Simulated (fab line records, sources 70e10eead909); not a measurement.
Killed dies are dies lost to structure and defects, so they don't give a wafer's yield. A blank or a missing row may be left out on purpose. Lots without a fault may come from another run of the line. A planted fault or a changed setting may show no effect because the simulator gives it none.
fab line records | flow nand_harc
record lots=5 wafers=15 last_day=33
route steps=1302 shown THIN_TSV@1262
lots that met no fault: from a run of the same line without faults
start_h: hours from the record's first day to the start of the lot's first wafer shown | wait_h: hours since the lot's step before | " the same as in the row above | L1.1+2: a row that stands for several wafers | - no value, or no start given | * or withheld: withheld | < > ~ a bound
route shown NAME@n: a module of which the file shows steps, and the number in the route of the first | usual: mean/standard deviation of fault-free wafers | same: alike in all rows | chamber/n: place in a boat | sites: the reading at each site | _std_site: their standard deviation | _edge_site: outer sites' mean less inner sites' | radius_mm: how far each site lies from the wafer's centre | mask NAME#n: copy n | behind: the tool/chamber that last shaped the wafer | hold: why the lot was held/for how many hours/how that ended | device: the transistor (n, p or np) that didn't switch | end of line: the same wafers' tests at the end of the route | a step without rows: its recipe alone | killed: dies lost to structure and defects at the first sort, not the wafer's yield | map: a wafer's dies, x killed, . not, _ none there
set.NAME: the setting as run; set.NAME@STEP: as run at that earlier step | model.NAME: the simulator's own value behind a step, which no gauge read
lots at some steps of the route; a table a step, a row a wafer
services: from which hour (start_h, from the record's first day; less than 0 if before it) a tool's chamber was out of use, for how many hours, and why
## steps
# step NHARC_THIN_TSV_ETCH_44
# recipe target_depth_a=15942 time_s=797.1 cf4_flow_sccm=150 o2_flow_sccm=10 ar_flow_sccm=0 rf_w=300 bias_w=800 chemistry=CF4/O2
# usual drypump_motor_current_A=5.7/0.36 oes_product_au=1.000/0.0072 rf_fwd_power_W=299.8/0.92 rf_vpp_V=797.7/2.5 showerhead_plenum_p_Torr=1.89/0.037 throttle_valve_pct=16.915/0.0084
# columns lot.wafer tool chamber start_h wait_h drypump_motor_current_A oes_product_au rf_fwd_power_W rf_hours_counter_h rf_vpp_V showerhead_plenum_p_Torr throttle_valve_pct
L074.2 rie_diel-09 3 552.71 0.2 5.9 1.002 298.6 1 794.0 1.82 16.913
L074.5 " 0 " " 5.0 0.996 301.1 - 797.0 1.88 16.918
L074.6 " 1 " " 6.2 0.986 300.1 - 794.6 1.86 16.910
L081.2 rie_diel-05 2 604.22 0.1 5.8 1.006 299.3 0 801.8 1.95 16.906
L081.4 " 3 " " 5.7 0.992 299.3 0 800.6 1.92 16.908
L081.6 " 2 " " 5.8 1.008 301.0 - 802.0 1.95 16.920
L092.4 rie_diel-09 2 746.95 0.1 5.2 0.996 299.8 4 794.5 1.83 16.919
L092.1 " 3 " " 5.8 1.016 298.4 4 793.1 1.82 16.901
L092.2 " 0 " " 5.0 1.012 299.1 3 796.7 1.87 16.910
L096.1 rie_diel-08 1 756.47 0.1 5.7 0.990 300.5 1 799.7 1.91 16.910
L096.3 " 0 " " 5.9 0.998 298.2 1 795.2 1.85 16.911
L096.6 " 1 " " 5.7 1.000 299.7 - 797.1 1.91 16.915
L093.4 rie_diel-05 1 775.19 0.3 5.3 0.994 298.2 - 797.4 1.89 16.914
L093.5 " 2 " " 5.8 0.999 300.8 - 800.9 1.94 16.914
L093.6 " 3 " " 5.7 1.009 299.6 - 800.7 1.92 16.905
# step NHARC_THIN_TSV_ETCH_15
# recipe target_depth_a=30000 bosch_target_overetch_cycles=2 bosch_etch_step_s=2.8 bosch_dep_step_s=1.2 bosch_cycles=14
# usual drypump_motor_current_A=5.7/0.48
# columns lot.wafer tool chamber start_h wait_h drypump_motor_current_A rf_hours_counter_h
L074.2 rie_si-02 3 553.14 - 5.7 0.4
L074.6 " 1 " " 6.2 -
L074.5 " 2 " " 6.5 -
L081.2 rie_si-05 0 604.80 - 6.0 0.4
L081.4 " 1 " " 5.4 0.7
L081.6 " 0 " " 6.0 -
L092.4 rie_si-03 1 747.46 - 6.1 1.1
L092.2 " 2 " " 5.3 1.2
L092.1 " 0 " " 5.7 1.0
L096.3 rie_si-05 3 757.05 - 4.9 0.5
L096.1 " 0 " " 6.0 0.5
L096.6 " 0 " " 6.0 -
L093.5 rie_si-05 0 775.69 - 6.0 -
L093.4 " 2 " " 5.1 -
L093.6 " 3 " " 4.9 -
# step NHARC_THIN_TSV_CD_MEAS_16
# usual cd_nm=1000.4/1.3
# columns lot.wafer tool chamber start_h wait_h cd_nm
L074.2 cd_sem-01 - 553.26 0.1 999.3
L074.5 " - " " 1000.4
L074.6 " - " " 1000.0
L081.2 cd_sem-01 - 604.94 0.1 1001.0
L081.4 " - " " 999.2
L081.6 " - " " 1000.7
L092.1 cd_sem-02 - 747.61 0.1 999.5
L092.2 " - " " 1001.4
L092.4 " - " " 999.1
L096.1 cd_sem-02 - 757.21 0.1 1000.7
L096.3 " - " " 1001.6
L096.6 " - " " 1004.2
L093.4 cd_sem-03 - 775.82 0.1 998.6
L093.5 " - " " 999.0
L093.6 " - " " 999.1
# step NHARC_THIN_TSV_STRIP_45
# recipe power_w=1500 temp_c=250 chemistry=O2
# usual drypump_motor_current_A=5.61/0.13 heater_power_w=359/34
# columns lot.wafer tool chamber start_h wait_h drypump_motor_current_A heater_power_w rf_hours_counter_h
L074.2 plasma_asher-01 1 553.38 0.1 5.52 337 3
L074.6 " 0 " " 5.43 320 -
L074.5 " 1 " " 5.56 322 -
L081.2 plasma_asher-01 0 605.02 0.1 5.43 309 13
L081.4 " 0 " " 5.45 315 -
L081.6 " 1 " " 5.55 337 -
L092.2 plasma_asher-02 1 747.68 0.1 5.64 391 29
L092.1 " 0 " " 5.78 378 29
L092.4 " 0 " " 5.75 367 -
L096.1 plasma_asher-01 0 757.28 0.1 5.44 312 8
L096.3 " 1 " " 5.53 332 -
L096.6 " 0 " " 5.41 315 -
L093.4 plasma_asher-02 0 775.98 0.2 5.78 377 -
L093.5 " 0 " " 5.79 373 -
L093.6 " 1 " " 5.62 396 -
# step NHARC_THIN_TSV_STRIP_46
# recipe time_s=1200 temp_c=72.5 chemistry=post_etch_residue_remover
# columns lot.wafer tool chamber start_h wait_h
L074.6+2+5 wet_bench-10 5,6,2 553.68 0.1
L081.2+4+6 wet_bench-10 7,3,4 605.37 0.3
L092.2+4+1 wet_bench-10 4,5,0 748.04 0.3
L096.1+6+3 wet_bench-10 2,5,6 757.62 0.3
L093.5+4+6 wet_bench-08 6,0,1 776.23 0.1
# step NHARC_THIN_TSV_DEP_47
# recipe target_thk_a=2000 temp_c=withheld pressure_torr=6.5 rf_w=900 teos_flow_sccm=161.4 flow_sccm=2650 target_thk_nm=200 gas=O2 material=SiO2
# usual chamber_pressure_Torr=6.501/0.013 rf_fwd_power_W=898.4/2.8 throttle_valve_pct=16.0/0.67
# columns lot.wafer tool chamber start_h wait_h chamber_pressure_Torr rf_fwd_power_W since_wet_clean_h throttle_valve_pct
L074.2 pecvd-04 2 554.22 - 6.502 898.0 91 16.0
L074.6 " 0 " " 6.486 894.9 - 16.4
L074.5 " 1 " " 6.503 897.7 - 16.5
L081.2 pecvd-04 2 605.91 - 6.504 899.7 143 16.3
L081.6 " 1 " " 6.501 893.8 - 16.4
L081.4 " 2 " " 6.487 898.8 - 16.2
L092.2 pecvd-02 0 748.48 - 6.495 898.6 147 16.8
L092.1 " 1 " " 6.517 903.6 147 15.7
L092.4 " 1 " " 6.510 901.2 - 16.0
L096.1 pecvd-02 0 758.07 - 6.494 898.5 156 16.8
L096.3 " 1 " " 6.492 903.3 156 16.2
L096.6 " 2 " " 6.521 894.8 - 16.3
L093.4 pecvd-04 2 776.82 - 6.496 904.9 - 16.1
L093.6 " 0 " " 6.498 902.8 - 17.3
L093.5 " 1 " " 6.499 897.7 - 15.7
# step NHARC_THIN_TSV_ETCHBACK_48
# recipe target_depth_a=10285 over_etch_frac=0.3 time_s=405.17 ion_energy_ev=250 c4f8_flow_sccm=withheld ar_flow_sccm=withheld rf_w=600 bias_w=300 chemistry=C4F8/Ar
# usual oes_product_au=0.95/0.033 rf_fwd_power_W=598.5/1.9 rf_vpp_V=549.5/1.8
# columns lot.wafer tool chamber start_h wait_h oes_product_au rf_fwd_power_W rf_hours_counter_h rf_vpp_V
L074.2 rie_diel-09 0 554.64 - 0.92 597.0 1 548.9
L074.6 " 1 " " 0.92 598.0 - 548.0
L074.5 " 2 " " 0.92 597.7 - 547.5
L081.2 rie_diel-05 2 606.22 - 0.96 597.3 1 552.3
L081.4 " 1 " " 0.95 600.4 1 549.7
L081.6 " 2 " " 0.97 597.0 - 551.7
L092.1 rie_diel-08 0 748.92 - 1.00 595.7 1 546.5
L092.2 " 1 " " 0.99 603.3 1 549.2
L092.4 " 2 " " 1.01 599.5 1 548.0
L096.1 rie_diel-05 3 758.48 - 0.92 594.9 10 550.6
L096.3 " 1 " " 0.92 598.5 11 550.0
L096.6 " 1 " " 0.92 598.9 - 550.1
L093.5 rie_diel-05 1 777.23 - 0.96 597.5 - 550.0
L093.6 " 2 " " 0.96 598.2 - 552.0
L093.4 " 3 " " 0.95 598.6 - 551.3
# step NHARC_THIN_TSV_STRIP_62
# recipe power_w=1500 temp_c=250 time_s=20 chemistry=N2/H2
# usual drypump_motor_current_A=5.58/0.13 heater_power_w=349/33
# columns lot.wafer tool chamber start_h wait_h drypump_motor_current_A heater_power_w rf_hours_counter_h
L074.2 plasma_asher-01 1 554.91 - 5.53 337 3
L074.6 " 0 " " 5.43 305 -
L074.5 " 1 " " 5.53 340 -
L081.2 plasma_asher-01 1 606.60 - 5.57 336 13
L081.4 " 1 " " 5.57 332 -
L081.6 " 1 " " 5.55 330 -
L092.2 plasma_asher-02 0 749.24 - 5.84 385 30
L092.1 " 1 " " 5.67 402 30
L092.4 " 1 " " 5.67 385 -
L096.1 plasma_asher-01 0 758.91 - 5.44 321 9
L096.3 " 1 " " 5.57 337 -
L096.6 " 1 " " 5.56 336 -
L093.4 plasma_asher-01 1 777.59 - 5.55 327 -
L093.6 " 0 " " 5.47 324 -
L093.5 " 1 " " 5.53 343 -
# step NHARC_THIN_TSV_DEGAS_49
# recipe temp_c=300 time_s=120
# usual heater_power_w=486/55
# columns lot.wafer tool chamber start_h wait_h heater_power_w
L074.2 pvd_sputter-03 - 555.10 0.2 402
L074.6 " - " " 482
L074.5 " - " " 410
L081.2 pvd_sputter-02 - 606.75 0.1 495
L081.4 " - " " 476
L081.6 " - " " 488
L092.4 pvd_sputter-01 - 749.41 0.1 574
L092.2 " - " " 480
L092.1 " - " " 495
L096.3 pvd_sputter-01 - 759.08 0.1 556
L096.1 " - " " 482
L096.6 " - " " 569
L093.4 pvd_sputter-01 - 777.72 0.1 542
L093.6 " - " " 489
L093.5 " - " " 571
# step NHARC_THIN_TSV_PRE_CLEAN_50
# recipe time_s=30 temp_c=280 gas=H2/He
# usual heater_power_w=429/51
# columns lot.wafer tool chamber start_h wait_h heater_power_w
L074.2 pvd_sputter-03 - - - 367
L074.6 " - " " 374
L074.5 " - " " 356
L081.2 pvd_sputter-02 - - - 385
L081.4 " - " " 410
L081.6 " - " " 381
L092.1 pvd_sputter-01 - - - 437
L092.4 " - " " 484
L092.2 " - " " 502
L096.1 pvd_sputter-01 - - - 415
L096.3 " - " " 506
L096.6 " - " " 422
L093.4 pvd_sputter-01 - - - 477
L093.6 " - " " 420
L093.5 " - " " 473
# step NHARC_THIN_TSV_PVD_19
# recipe target_thk_a=200 chamber_pressure_pa=5 material=TaN
# usual throttle_valve_pct=30.2/0.82
# columns lot.wafer tool chamber start_h wait_h throttle_valve_pct
L074.2 pvd_sputter-03 - - - 29.7
L074.5 " - " " 29.5
L074.6 " - " " 29.4
L081.2 pvd_sputter-02 - - - 28.8
L081.4 " - " " 30.4
L081.6 " - " " 30.0
L092.2 pvd_sputter-01 - - - 30.6
L092.1 " - " " 30.0
L092.4 " - " " 31.5
L096.1 pvd_sputter-01 - - - 29.8
L096.3 " - " " 30.8
L096.6 " - " " 29.7
L093.4 pvd_sputter-01 - - - 30.0
L093.5 " - " " 32.2
L093.6 " - " " 30.2
# step NHARC_THIN_TSV_PVD_51
# recipe target_thk_a=1000 chamber_pressure_pa=5 material=Cu
# usual throttle_valve_pct=30.3/0.82
# columns lot.wafer tool chamber start_h wait_h throttle_valve_pct
L074.2 pvd_sputter-03 - - - 30.4
L074.6 " - " " 29.3
L074.5 " - " " 30.0
L081.2 pvd_sputter-02 - - - 30.3
L081.4 " - " " 30.2
L081.6 " - " " 30.3
L092.1 pvd_sputter-01 - - - 29.6
L092.2 " - " " 32.0
L092.4 " - " " 30.8
L096.3 pvd_sputter-01 - - - 29.5
L096.1 " - " " 31.6
L096.6 " - " " 29.8
L093.4 pvd_sputter-01 - - - 30.1
L093.6 " - " " 29.8
L093.5 " - " " 32.2
# step NHARC_THIN_TSV_ECD_20
# recipe target_thk_a=20000 material=Cu
# columns lot.wafer tool chamber start_h wait_h
L074.2+5+6 ecd_cu-01 0,0,1 555.51 -
L081.2+4+6 ecd_cu-01 1,0,1 607.21 -
L092.1+2+4 ecd_cu-01 1,0,0 749.89 -
L096.1+3+6 ecd_cu-01 0 759.65 -
L093.4+5+6 ecd_cu-01 0,1,0 778.48 -
# step NHARC_THIN_TSV_ANNEAL_52
# recipe temp_c=225 time_s=90
# usual wafer_temp_C_max=226.2/0.47
# columns lot.wafer tool chamber start_h wait_h wafer_temp_C_max
L074.2 rtp_anneal-02 0 556.29 0.7 225.7
L074.5 " 0 " " 226.1
L074.6 " 0 " " 225.8
L081.2 rtp_anneal-01 0 607.98 0.7 226.5
L081.4 " 0 " " 226.5
L081.6 " 0 " " 226.9
L092.1 rtp_anneal-01 0 750.73 0.7 225.9
L092.2 " 0 " " 226.5
L092.4 " 0 " " 226.0
L096.1 rtp_anneal-02 0 760.28 0.5 225.8
L096.3 " 0 " " 225.8
L096.6 " 0 " " 225.9
L093.4 rtp_anneal-01 0 779.19 0.6 226.5
L093.5 " 0 " " 226.1
L093.6 " 0 " " 226.1
# step NHARC_THIN_TSV_CMP_21
# recipe t_overpolish_s=30 target_thk_nm=2000
# usual motor_current_A=12.4/1.2 overpolish_run_s=30.000/0.0093 retaining_ring_pressure_frac=0.999/0.0053
# columns lot.wafer tool chamber start_h wait_h motor_current_A overpolish_run_s retaining_ring_pressure_frac
L074.2 cmp-04 0 556.64 - 15.0 29.985 0.987
L074.5 " 2 " " 12.7 29.999 1.006
L074.6 " 3 " " 13.0 29.995 0.998
L081.4 cmp-02 3 608.27 - 11.7 30.002 0.998
L081.2 " 2 " " 12.9 30.007 0.993
L081.6 " 3 " " 11.8 30.003 0.994
L092.2 cmp-04 0 751.07 - 14.7 30.021 1.003
L092.4 " 1 " " 11.8 29.995 0.998
L092.1 " 2 " " 12.4 30.008 1.002
L096.1 cmp-02 2 760.65 - 12.6 29.996 0.992
L096.3 " 3 " " 11.5 29.980 0.999
L096.6 " 2 " " 13.0 29.989 1.001
L093.4 cmp-02 3 779.38 - 11.9 29.992 1.009
L093.5 " 3 " " 11.8 30.000 1.000
L093.6 " 0 " " 11.0 29.986 1.001
# step NHARC_THIN_TSV_SRD_23
# columns lot.wafer tool chamber start_h wait_h
L074.5+6+2 wet_bench-08 2,4,6 556.94 0.0
L081.6+4+2 wet_bench-08 7,2,3 608.64 0.0
L092.2+4+1 wet_bench-08 3,5,7 751.44 0.0
L096.3+1+6 wet_bench-08 3,4,5 760.98 0.0
L093.5+6+4 wet_bench-10 4,6,7 779.75 0.0
# step NHARC_THIN_TSV_DEGAS_53
# recipe temp_c=300 time_s=60
# usual heater_power_w=489/50
# columns lot.wafer tool chamber start_h wait_h heater_power_w
L074.2 pvd_sputter-01 - 557.05 0.1 479
L074.5 " - " " 541
L074.6 " - " " 482
L081.2 pvd_sputter-02 - 608.74 0.1 477
L081.4 " - " " 539
L081.6 " - " " 441
L092.2 pvd_sputter-01 - 751.54 0.1 482
L092.1 " - " " 486
L092.4 " - " " 563
L096.3 pvd_sputter-03 - 761.10 0.1 394
L096.1 " - " " 419
L096.6 " - " " 419
L093.4 pvd_sputter-02 - 779.87 0.1 447
L093.5 " - " " 457
L093.6 " - " " 561
# step NHARC_THIN_TSV_PRE_CLEAN_54
# recipe time_s=30 temp_c=280 gas=H2/He
# usual heater_power_w=432/46
# columns lot.wafer tool chamber start_h wait_h heater_power_w
L074.2 pvd_sputter-01 - 557.11 0.1 505
L074.5 " - " " 509
L074.6 " - " " 472
L081.4 pvd_sputter-02 - 608.80 0.0 420
L081.2 " - " " 415
L081.6 " - " " 387
L092.4 pvd_sputter-01 - 751.61 0.0 427
L092.1 " - " " 439
L092.2 " - " " 486
L096.1 pvd_sputter-03 - 761.15 0.0 364
L096.3 " - " " 437
L096.6 " - " " 361
L093.4 pvd_sputter-02 - 779.94 0.1 399
L093.5 " - " " 497
L093.6 " - " " 414
# step NHARC_THIN_TSV_PVD_55
# recipe target_thk_a=500 material=TiN
# columns lot.wafer tool chamber start_h wait_h
L074.2+5+6 pvd_sputter-01 - 557.19 0.1
L081.4+2+6 pvd_sputter-02 - 608.88 0.1
L092.1+2+4 pvd_sputter-01 - 751.69 0.1
L096.3+1+6 pvd_sputter-03 - 761.27 0.1
L093.4+6+5 pvd_sputter-02 - 779.99 0.0
# step NHARC_THIN_TSV_PVD_24
# recipe target_thk_a=8000 power_w=withheld chamber_pressure_pa=withheld substrate_temp_c=withheld time_s=withheld gas=Ar material=Al
# columns lot.wafer tool chamber start_h wait_h
L074.2+5+6 pvd_sputter-01 - 557.34 0.1
L081.2+4+6 pvd_sputter-02 - 609.08 0.2
L092.2+1+4 pvd_sputter-01 - 751.84 0.1
L096.3+1+6 pvd_sputter-03 - 761.44 0.1
L093.4+6+5 pvd_sputter-02 - 780.30 0.3
# step NHARC_THIN_TSV_DEHYDRATE_25
# recipe temp_c=150 time_s=120
# columns lot.wafer tool chamber start_h wait_h
L074.2+5+6 litho_track-07 0 557.75 -
L081.2+4+6 litho_track-02 0 609.45 -
L092.1+2+4 litho_track-07 0 752.25 -
L096.1+3+6 litho_track-05 0 761.81 -
L093.4+5+6 litho_track-05 0 780.55 -
# step NHARC_THIN_TSV_HMDS_26
# recipe time_s=30
# columns lot.wafer tool chamber start_h wait_h
L074.2+5+6 litho_track-07 0 - -
L081.2+4+6 litho_track-02 0 - -
L092.1+2+4 litho_track-07 0 - -
L096.1+3+6 litho_track-05 0 - -
L093.4+5+6 litho_track-05 0 - -
# step NHARC_THIN_TSV_COAT_27
# recipe spin_rpm=*
# columns lot.wafer tool chamber start_h wait_h
L074.2+5+6 litho_track-07 0 - -
L081.2+4+6 litho_track-02 0 - -
L092.1+2+4 litho_track-07 0 - -
L096.1+3+6 litho_track-05 0 - -
L093.4+5+6 litho_track-05 0 - -
# step NHARC_THIN_TSV_SOFTBAKE_28
# recipe temp_c=122 time_s=95
# columns lot.wafer tool chamber start_h wait_h
L074.2+5+6 litho_track-07 0 - -
L081.2+4+6 litho_track-02 0 - -
L092.1+2+4 litho_track-07 0 - -
L096.1+3+6 litho_track-05 0 - -
L093.4+5+6 litho_track-05 0 - -
# step NHARC_THIN_TSV_EBR_29
# columns lot.wafer tool chamber start_h wait_h
L074.2+5+6 litho_track-07 0 - -
L081.2+4+6 litho_track-02 0 - -
L092.1+2+4 litho_track-07 0 - -
L096.1+3+6 litho_track-05 0 - -
L093.4+5+6 litho_track-05 0 - -
# step NHARC_THIN_TSV_EXPOSE_30
# recipe na=0.55 dose_mj=11.47 mask_id=PAD
# columns lot.wafer tool chamber start_h wait_h mask
L074.2+5+6 krf_scanner-01 0 557.90 - PAD#0
L081.2+4+6 krf_scanner-03 0 609.72 - PAD#0
L092.1+2+4 krf_scanner-02 0 752.52 - PAD#0
L096.1+3+6 krf_scanner-02 0 761.95 - PAD#0
L093.4+5+6 krf_scanner-03 0 780.83 - PAD#0
# step NHARC_THIN_TSV_PEB_31
# recipe peb_temp_c=118 peb_time_s=85
# columns lot.wafer tool chamber start_h wait_h
L074.2+5+6 litho_track-05 0 557.96 0.1
L081.2+4+6 litho_track-07 0 609.78 0.1
L092.1+2+4 litho_track-05 0 752.59 0.1
L096.1+3+6 litho_track-02 0 762.02 0.1
L093.4+5+6 litho_track-05 0 780.89 0.0
# step NHARC_THIN_TSV_DEVELOP_32
# recipe time_s=70
# columns lot.wafer tool chamber start_h wait_h
L074.2+5+6 litho_track-05 0 - -
L081.2+4+6 litho_track-07 0 - -
L092.1+2+4 litho_track-05 0 - -
L096.1+3+6 litho_track-02 0 - -
L093.4+5+6 litho_track-05 0 - -
# step NHARC_THIN_TSV_CD_MEAS_33
# recipe target_cd_nm=5000 landing_energy_ev=500
# usual cd_nm=4999.9/1.5
# columns lot.wafer tool chamber start_h wait_h cd_nm
L074.2 cd_sem-02 0 558.05 - 4998.3
L074.5 " 0 " " 5000.0
L074.6 " 0 " " 4998.8
L081.2 cd_sem-03 0 609.88 - 5001.9
L081.4 " 0 " " 5002.3
L081.6 " 0 " " 5000.6
L092.1 cd_sem-02 0 752.68 - 4999.3
L092.2 " 0 " " 4998.1
L092.4 " 0 " " 5001.0
L096.1 cd_sem-03 0 762.11 - 4999.1
L096.3 " 0 " " 4998.2
L096.6 " 0 " " 4998.1
L093.4 cd_sem-01 0 780.98 - 5000.2
L093.5 " 0 " " 4997.8
L093.6 " 0 " " 4998.6
# step NHARC_THIN_TSV_HARDBAKE_34
# recipe temp_c=125 time_s=80
# columns lot.wafer tool chamber start_h wait_h
L074.2+5+6 litho_track-07 0 558.13 -
L081.2+4+6 litho_track-02 0 609.96 -
L092.1+2+4 litho_track-07 0 752.76 -
L096.1+3+6 litho_track-05 0 762.19 -
L093.4+5+6 litho_track-05 0 781.06 -
# step NHARC_THIN_TSV_DESCUM_35
# recipe time_s=3 o2_flow_sccm=200 ar_flow_sccm=0 bias_power_w=0 chemistry=O2
# usual drypump_motor_current_A=5.7/0.37 oes_product_au=1.000/0.0087 rf_vpp_V=58.0/0.82 showerhead_plenum_p_Torr=1.97/0.047 throttle_valve_pct=11.312/0.0088
# columns lot.wafer tool chamber start_h wait_h drypump_motor_current_A oes_product_au rf_hours_counter_h rf_vpp_V showerhead_plenum_p_Torr throttle_valve_pct
L074.2 rie_diel-08 1 558.25 - 5.7 1.001 0.1 58.3 2.00 11.311
L074.6 " 2 " " 5.5 1.000 - 58.2 1.97 11.313
L074.5 " 3 " " 6.2 0.985 - 59.5 2.04 11.313
L081.2 rie_diel-08 1 610.07 - 5.7 0.995 2.5 57.7 2.00 11.317
L081.4 " 2 " " 5.5 1.004 2.7 58.2 1.97 11.307
L081.6 " 3 " " 6.2 0.988 - 58.0 2.04 11.321
L092.4 rie_diel-08 0 752.85 - 5.9 1.012 0.9 57.7 1.93 11.313
L092.1 " 1 " " 5.7 1.006 1.0 57.4 2.00 11.336
L092.2 " 2 " " 5.5 1.000 1.0 57.7 1.97 11.309
L096.3 rie_diel-08 0 762.29 - 5.8 1.011 1.8 58.2 1.93 11.311
L096.1 " 1 " " 5.7 1.004 2.2 58.8 2.00 11.297
L096.6 " 2 " " 5.5 1.011 - 58.6 1.97 11.307
L093.4 rie_diel-08 2 781.18 - 5.5 1.007 - 59.3 1.97 11.314
L093.6 " 3 " " 6.2 0.985 - 59.1 2.03 11.306
L093.5 " 0 " " 5.9 1.014 - 58.7 1.93 11.315
# step NHARC_THIN_TSV_ETCH_59
# recipe target_depth_a=8800 icp_w=900 bias_w=100 Cl2_flow_sccm=60 bcl3_flow_sccm=30 time_s=138.1 chemistry=Cl2/BCl3
# usual drypump_motor_current_A=5.97/0.26 oes_product_au=1.001/0.0076 rf_fwd_power_W=894.8/2.5 throttle_valve_pct=22.265/0.0082
# columns lot.wafer tool chamber start_h wait_h drypump_motor_current_A oes_product_au rf_fwd_power_W rf_hours_counter_h throttle_valve_pct
L074.2 rie_metal-01 1 558.37 0.1 5.47 1.012 892.3 2.9 22.260
L074.6 " 0 " " 5.73 1.005 893.2 - 22.267
L074.5 " 1 " " 5.48 1.008 894.1 - 22.256
L081.2 rie_metal-03 0 610.20 0.1 6.27 1.019 894.9 1.2 22.251
L081.4 " 1 " " 5.84 0.996 898.8 - 22.257
L081.6 " 1 " " 5.83 1.003 899.9 - 22.261
L092.2 rie_metal-02 0 752.98 0.1 6.20 0.982 896.9 2.1 22.256
L092.1 " 1 " " 6.05 0.996 894.5 2.1 22.270
L092.4 " 0 " " 6.20 0.995 899.8 - 22.272
L096.1 rie_metal-01 0 762.40 0.1 5.72 1.006 890.5 0.0 22.253
L096.3 " 1 " " 5.48 1.013 891.7 - 22.271
L096.6 " 0 " " 5.72 1.008 892.2 - 22.264
L093.4 rie_metal-02 0 781.39 0.2 6.18 1.000 894.9 - 22.257
L093.5 " 1 " " 6.04 1.005 895.8 - 22.282
L093.6 " 0 " " 6.18 1.007 894.3 - 22.268
# step NHARC_THIN_TSV_ETCH_36
# recipe target_depth_a=650 over_etch_frac=0.3 time_s=18.571 ion_energy_ev=150 chemistry=Cl2/BCl3
# usual drypump_motor_current_A=5.97/0.26 oes_product_au=1.001/0.0076
# columns lot.wafer tool chamber start_h wait_h drypump_motor_current_A oes_product_au rf_hours_counter_h
L074.2 rie_metal-01 1 558.60 0.2 5.47 1.006 3.0
L074.6 " 0 " " 5.72 0.997 -
L074.5 " 1 " " 5.45 1.007 -
L081.2 rie_metal-03 0 610.43 0.2 6.27 1.011 1.3
L081.4 " 0 " " 6.27 1.003 -
L081.6 " 0 " " 6.29 1.004 -
L092.1 rie_metal-02 0 753.24 0.2 6.20 0.984 2.3
L092.2 " 1 " " 6.07 1.005 2.3
L092.4 " 1 " " 6.06 0.992 -
L096.1 rie_metal-01 0 762.67 0.2 5.72 1.011 0.2
L096.3 " 1 " " 5.47 1.001 -
L096.6 " 0 " " 5.72 1.018 -
L093.4 rie_metal-02 1 781.55 0.1 6.08 1.002 -
L093.5 " 1 " " 6.06 1.013 -
L093.6 " 0 " " 6.20 0.993 -
# step NHARC_THIN_TSV_STRIP_56
# recipe power_w=1500 temp_c=250 chemistry=O2
# usual drypump_motor_current_A=5.59/0.14 heater_power_w=351/32
# columns lot.wafer tool chamber start_h wait_h drypump_motor_current_A heater_power_w rf_hours_counter_h
L074.2 plasma_asher-01 1 558.74 0.1 5.55 332 4
L074.6 " 0 " " 5.41 322 -
L074.5 " 1 " " 5.55 338 -
L081.2 plasma_asher-01 1 610.53 0.1 5.55 335 14
L081.4 " 1 " " 5.58 331 -
L081.6 " 1 " " 5.55 326 -
L092.1 plasma_asher-01 1 753.34 0.1 5.53 339 8
L092.2 " 0 " " 5.42 314 8
L092.4 " 1 " " 5.54 344 -
L096.1 plasma_asher-02 1 762.81 0.1 5.64 383 32
L096.3 " 1 " " 5.66 401 -
L096.6 " 0 " " 5.79 376 -
L093.4 plasma_asher-01 1 782.15 0.6 5.56 347 -
L093.6 " 1 " " 5.56 339 -
L093.5 " 0 " " 5.44 322 -
# step NHARC_THIN_TSV_STRIP_57
# recipe time_s=1200 temp_c=72.5 chemistry=post_etch_residue_remover
# columns lot.wafer tool chamber start_h wait_h
L074.6+5+2 wet_bench-10 6,0,2 559.05 0.1
L081.6+2+4 wet_bench-08 3,4,0 610.89 0.1
L092.2+1+4 wet_bench-08 1,2,5 753.69 0.3
L096.3+6+1 wet_bench-10 6,0,1 763.11 0.2
L093.5+6+4 wet_bench-08 4,6,1 782.41 0.1
# step NHARC_THIN_TSV_CD_MEAS_37
# usual cd_nm=5000.3/1.9
# columns lot.wafer tool chamber start_h wait_h cd_nm
L074.2 cd_sem-02 - 559.49 - 4998.4
L074.5 " - " " 5001.5
L074.6 " - " " 4999.2
L081.2 cd_sem-03 - 611.33 - 5003.7
L081.4 " - " " 5001.1
L081.6 " - " " 5002.1
L092.1 cd_sem-01 - 754.13 - 4998.6
L092.2 " - " " 4998.7
L092.4 " - " " 5000.1
L096.1 cd_sem-02 - 763.55 - 4999.7
L096.3 " - " " 4999.9
L096.6 " - " " 5002.4
L093.4 cd_sem-02 - 782.86 - 4999.0
L093.5 " - " " 4996.2
L093.6 " - " " 4998.5
# step NHARC_THIN_TSV_ANNEAL_58
# recipe temp_c=400 time_s=1800
# columns lot.wafer tool chamber start_h wait_h
L074.2+5+6 furnace-08 0 562.56 3.1
L081.2+4+6 furnace-08 0 612.98 1.6
L092.1+2+4 furnace-07 0 758.82 4.7
L096.1+3+6 furnace-08 0 766.63 3.1
L093.4+5+6 furnace-08 0 786.68 3.8
# step NHARC_THIN_TSV_INSPECT_40
# usual raw_defect_count=526/78
# columns lot.wafer tool chamber start_h wait_h raw_defect_count
L074.2 defect_inspect-02 - 564.00 0.4 721
L074.5 " - " " 634
L074.6 " - " " 616
L081.2 defect_inspect-01 - 614.44 0.4 413
L081.4 " - " " 507
L081.6 " - " " 444
L092.1 defect_inspect-01 - 760.26 0.4 548
L092.2 " - " " 610
L092.4 " - " " 505
L096.1 defect_inspect-01 - 768.07 0.4 370
L096.3 " - " " 408
L096.6 " - " " 434
L093.4 defect_inspect-01 - 788.12 0.4 804
L093.5 " - " " 682
L093.6 " - " " 558
## services
# columns tool chamber start_h hours kind
rie_diel-08 2 534.86 2.9 repair
rie_diel-08 - 544.80 9.0 pm
wet_bench-10 - 556.47 1.6 repair
plasma_asher-01 - 576.84 1.6 repair
litho_track-02 - 577.00 7.0 pm
plasma_asher-01 - 580.66 3.7 repair
pvd_sputter-01 - 586.00 10.0 pm
litho_track-07 - 601.00 7.0 pm
wet_bench-08 - 616.98 5.1 repair
rie_diel-08 - 620.62 0.9 repair
pvd_sputter-02 - 638.00 10.0 pm
wet_bench-08 - 646.40 8.0 pm
litho_track-05 - 649.00 7.0 pm
wet_bench-10 - 663.20 8.0 pm
pvd_sputter-01 - 671.57 7.4 repair
pvd_sputter-02 - 682.77 3.9 repair
plasma_asher-01 - 696.56 9.0 pm
pvd_sputter-03 - 704.02 10.0 pm
rie_diel-08 - 721.80 9.0 pm
rie_diel-08 3 747.45 1.4 repair
litho_track-02 - 752.00 7.0 pm
rie_diel-08 2 763.65 7.1 repair
pvd_sputter-01 - 764.00 10.0 pm
litho_track-07 - 776.00 7.0 pm
## key
fault none
